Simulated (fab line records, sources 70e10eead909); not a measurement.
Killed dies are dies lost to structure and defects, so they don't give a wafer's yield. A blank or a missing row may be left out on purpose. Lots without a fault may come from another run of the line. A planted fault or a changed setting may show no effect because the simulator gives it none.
fab line records | flow nand_harc
record lots=14 wafers=42 last_day=24
route steps=1159 shown A_ONON_D1@430 A_CHANNEL_HOLE_D1@450 END@1159
lots that met no fault: from a run of the same line without faults
start_h: hours from the record's first day to the start of the lot's first wafer shown | wait_h: hours since the lot's step before | " the same as in the row above | L1.1+2: a row that stands for several wafers | - no value, or no start given | * or withheld: withheld | < > ~ a bound
route shown NAME@n: a module of which the file shows steps, and the number in the route of the first | usual: mean/standard deviation of fault-free wafers | same: alike in all rows | chamber/n: place in a boat | sites: the reading at each site | _std_site: their standard deviation | _edge_site: outer sites' mean less inner sites' | radius_mm: how far each site lies from the wafer's centre | mask NAME#n: copy n | behind: the tool/chamber that last shaped the wafer | hold: why the lot was held/for how many hours/how that ended | device: the transistor (n, p or np) that didn't switch | end of line: the same wafers' tests at the end of the route | a step without rows: its recipe alone | killed: dies lost to structure and defects at the first sort, not the wafer's yield | map: a wafer's dies, x killed, . not, _ none there
set.NAME: the setting as run; set.NAME@STEP: as run at that earlier step | model.NAME: the simulator's own value behind a step, which no gauge read
steps of the route over a sample of lots; a table a step, a row a wafer
services: from which hour (start_h, from the record's first day; less than 0 if before it) a tool's chamber was out of use, for how many hours, and why
## steps
# step NHARC_A_ONON_D1_DEP_09
# recipe target_thk_a=10000 n2_flow_sccm=2750 n2o_flow_sccm=2000 nh3_flow_sccm=500 sih4_flow_sccm=210 temp_c=400
# usual n2o_flow_sccm=2000/5.7
# columns lot.wafer tool chamber start_h wait_h n2o_flow_sccm
L583.2 pecvd_onon-04 0 153.34 0.1 1995
L583.5 " 0 " " 2006
L583.6 " 0 " " 2001
L587.1 pecvd_onon-02 0 173.91 0.1 1989
L587.5 " 0 " " 1998
L587.6 " 0 " " 1998
L588.1 pecvd_onon-04 0 197.73 0.1 2001
L588.2 " 0 " " 2001
L588.4 " 0 " " 2003
L591.1 pecvd_onon-04 0 204.33 0.1 2005
L591.4 " 0 " " 1994
L591.6 " 0 " " 1990
L592.1 pecvd_onon-01 0 208.00 0.1 1997
L592.2 " 0 " " 1988
L592.5 " 0 " " 1995
L596.3 pecvd_onon-01 0 233.95 0.2 2010
L596.5 " 0 " " 1999
L596.6 " 0 " " 1997
L597.1 pecvd_onon-02 0 249.43 0.1 2010
L597.2 " 0 " " 2012
L597.4 " 0 " " 2003
L598.1 pecvd_onon-01 0 249.44 0.1 2010
L598.2 " 0 " " 2013
L598.5 " 0 " " 2008
L600.1 pecvd_onon-01 0 265.45 0.1 1997
L600.5 " 0 " " 2012
L600.6 " 0 " " 2004
L601.1 pecvd_onon-02 0 265.51 0.1 2008
L601.2 " 0 " " 2002
L601.4 " 0 " " 2010
L603.1 pecvd_onon-02 0 268.97 0.1 1996
L603.3 " 0 " " 1999
L603.4 " 0 " " 2001
L602.1 pecvd_onon-04 0 268.97 0.1 2000
L602.3 " 0 " " 1999
L602.4 " 0 " " 1995
L605.2 pecvd_onon-01 0 280.33 0.1 1996
L605.4 " 0 " " 2003
L605.6 " 0 " " 2001
L604.1 pecvd_onon-04 0 280.62 0.1 2003
L604.2 " 0 " " 2002
L604.3 " 0 " " 2005
# step NHARC_A_ONON_D1_THK_MEAS_11
# recipe thk_meas_gauge=ellipsometry
# usual thk_nm=1000/9.1
# columns lot.wafer tool chamber start_h wait_h thk_nm
L583.2 film_metro-01 - 153.80 - 1010
L583.5 " - " " 1009
L583.6 " - " " 1008
L587.1 film_metro-01 - 174.42 - 1007
L587.5 " - " " 1009
L587.6 " - " " 1008
L588.1 film_metro-02 - 198.24 - 995
L588.2 " - " " 1609
L588.4 " - " " 995
L591.1 film_metro-02 - 204.85 - 1009
L591.4 " - " " 1007
L591.6 " - " " 1622
L592.1 film_metro-02 - 208.51 - 1017
L592.2 " - " " 1018
L592.5 " - " " 1016
L596.3 film_metro-02 - 234.35 - 999
L596.5 " - " " 1001
L596.6 " - " " 999
L597.1 film_metro-02 - 249.95 - 986
L597.2 " - " " 988
L597.4 " - " " 988
L598.1 film_metro-01 - 249.96 - 995
L598.2 " - " " 995
L598.5 " - " " 994
L600.1 film_metro-02 - 265.97 - 1006
L600.5 " - " " 1006
L600.6 " - " " 1005
L601.1 film_metro-01 - 266.02 - 999
L601.2 " - " " 1002
L601.4 " - " " 1001
L603.1 film_metro-02 - 269.48 - 994
L603.3 " - " " 995
L603.4 " - " " 997
L602.1 film_metro-02 - 269.49 - 1015
L602.3 " - " " 1013
L602.4 " - " " 1015
L605.2 film_metro-01 - 280.79 - 996
L605.4 " - " " 996
L605.6 " - " " 998
L604.1 film_metro-02 - 281.13 - 1002
L604.2 " - " " 1001
L604.3 " - " " 1002
# step NHARC_A_CHANNEL_HOLE_D1_DEP_00
# recipe target_thk_a=31000 temp_c=400 material=aC
# usual throttle_valve_pct=35.001/0.0082
# columns lot.wafer tool chamber start_h wait_h throttle_valve_pct
L583.2 acl_dep-01 0 169.50 3.2 35.004
L583.5 " 0 " " 34.995
L583.6 " 0 " " 35.008
L587.1 acl_dep-02 0 186.71 1.0 35.005
L587.5 " 0 187.96 2.3 35.004
L587.6 " 0 " " 35.006
L588.1 acl_dep-03 0 211.23 0.1 34.998
L588.4 " 0 " " 34.996
L591.1 acl_dep-01 0 219.10 0.1 34.998
L591.4 " 0 " " 34.997
L592.1 acl_dep-03 0 219.69 0.1 35.001
L592.2 " 0 " " 34.986
L592.5 " 0 " " 35.001
L596.3 acl_dep-03 0 245.51 0.7 35.002
L596.5 " 0 " " 35.000
L596.6 " 0 " " 35.007
L597.1 acl_dep-01 0 260.57 0.1 34.996
L597.2 " 0 " " 34.997
L597.4 " 0 " " 34.998
L598.1 acl_dep-03 0 260.76 0.1 35.012
L598.2 " 0 " " 34.997
L598.5 " 0 " " 35.005
L600.1 acl_dep-03 0 276.77 0.1 35.014
L600.5 " 0 278.02 1.3 35.004
L600.6 " 0 " " 35.020
L601.1 acl_dep-01 0 276.83 0.1 35.002
L601.2 " 0 " " 35.002
L601.4 " 0 " " 35.017
L602.1 acl_dep-01 0 280.26 0.1 35.012
L602.3 " 0 " " 35.005
L602.4 " 0 " " 35.006
L603.1 acl_dep-02 0 280.38 0.1 34.999
L603.3 " 0 " " 34.997
L603.4 " 0 " " 35.005
L604.1 acl_dep-03 0 291.37 0.1 35.006
L604.2 " 0 " " 35.010
L604.3 " 0 " " 35.012
L605.2 acl_dep-01 0 292.10 0.8 34.997
L605.4 " 0 " " 34.992
L605.6 " 0 " " 35.010
# step NHARC_END_SORT_01
# recipe temp_c=25
# usual killed_at_array=27/8 killed_at_other=0.8/1.2 killed_at_periphery=3.3/2.3 killed_dies=31/8.8 killed_open=3.2/2.1 killed_short=2.1/1.4
# same gross_dies=677
# columns lot.wafer tool chamber start_h wait_h killed_at_array killed_at_other killed_at_periphery killed_dies killed_open killed_short
L588.1 prober-02 0 483.45 2.5 25 0 2 27 5 4
L588.2 prober-02 0 484.25 2.8 674 1 2 677 4 1
L588.4 prober-02 0 485.84 3.4 25 0 0 25 1 1
L591.1 prober-02 0 501.81 2.5 33 1 4 38 3 5
L591.4 prober-02 0 504.22 3.4 30 0 7 37 4 1
L591.6 prober-02 0 505.82 4.0 673 0 4 677 4 1
# killed by level:class
L588.1 A_SLIT:chamber_film_flake=8 A_CHANNEL_FILL_D1:geometric_particle:short=3 A_CHANNEL_HOLE_D1:chamber_film_flake=2 A_STAIRCASE:chamber_film_flake=2 A_SGD_CUT:chamber_film_flake=2 A_WL_FILL:chamber_film_flake=2 P_STI:geometric_particle:open=1 P_GATE:geometric_particle:open=1
L588.2 A_ONON_D1:area_dep=653 A_SLIT:chamber_film_flake=11 A_CONTACT:chamber_film_flake=4 P_GATE:geometric_particle:open=1 A_ONON_D1:geometric_particle:open=1 A_CHANNEL_FILL_D1:geometric_particle:short=1 A_CONTACT:geometric_particle:open=1 P_M1:chamber_film_flake=1
L588.4 A_SLIT:chamber_film_flake=14 A_CHANNEL_HOLE_D1:chamber_film_flake=2 A_STAIRCASE:chamber_film_flake=2 A_WL_FILL:chamber_film_flake=2 A_CONTACT:chamber_film_flake=2 A_CHANNEL_HOLE_D1:geometric_particle:open=1 A_WL_FILL:geometric_particle:short=1 A_SGD_CUT:chamber_film_flake=1
L591.1 A_CHANNEL_HOLE_D1:chamber_film_flake=13 A_SLIT:chamber_film_flake=13 A_CONTACT:chamber_film_flake=2 P_CONTACT:geometric_particle:short=1 P_CONTACT:geometric_particle:open=1 A_ONON_D1:geometric_particle:short=1 A_CHANNEL_FILL_D1:geometric_particle:short=1 A_STAIRCASE:geometric_particle:open=1
L591.4 A_CHANNEL_HOLE_D1:chamber_film_flake=13 A_SLIT:chamber_film_flake=9 P_BONDPAD:chamber_film_flake=4 P_M0:chamber_film_flake=3 A_CONTACT:chamber_film_flake=3 A_CONTACT:geometric_particle:open=2 A_SGD_CUT:geometric_particle:open=1 A_M0:geometric_particle:open=1
L591.6 A_ONON_D1:area_dep=641 A_SLIT:chamber_film_flake=11 A_CHANNEL_HOLE_D1:chamber_film_flake=10 A_STAIRCASE:chamber_film_flake=3 A_CONTACT:chamber_film_flake=3 A_ONON_D1:geometric_particle:open=2 P_M0:chamber_film_flake=2 P_BONDPAD:chamber_film_flake=2
## services
# columns tool chamber start_h hours kind
pecvd_onon-01 - 137.14 3.5 repair
acl_dep-02 - 167.94 13.0 pm
pecvd_onon-01 - 195.00 13.0 pm
acl_dep-03 - 225.15 13.0 pm
pecvd_onon-04 - 237.00 13.0 pm
pecvd_onon-02 - 292.27 13.0 pm
## key
first_sign step=NHARC_A_ONON_D1_THK_MEAS_11 reading=thk_nm direction=up sigmas=68 usual=1000 struck=1616
effect step=NHARC_END_SORT_01 reading=killed_at_array direction=up sigmas=81 usual=27 struck=674
more_kills_born_at NHARC_A_ONON_D1_DEP_09@pecvd_onon-04=1294
met_at NHARC_A_ONON_D1_DEP_09
struck_lots L588,L591
struck_wafers L588.2,L591.6
later_rows_left_out L588.2,L591.6
tester_left_out L588,L591
not_acting_at NHARC_A_CHANNEL_HOLE_D1_DEP_00
onset_between 153.34 197.73
fault kind=process_parameter_drift tool=pecvd_onon-04 chamber=- onset_h=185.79 steps=NHARC_A_ONON_D1_DEP_09 channel=target_thk_a offset=* shape=step end_h=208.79 scope=struck_wafers_only acts_in=* stated=*
# tester_left_out: of these lots the tester's yield and bins aren't shown, on N5 and GAA mostly nor the transistor test; their killed dies are dies lost to structure and defects alone, not to doping, threshold or leakage, so they don't give the yield
# later_rows_left_out: the simulator's readings of these wafers behind a module that went badly wrong aren't trusted and aren't shown, but for the sort
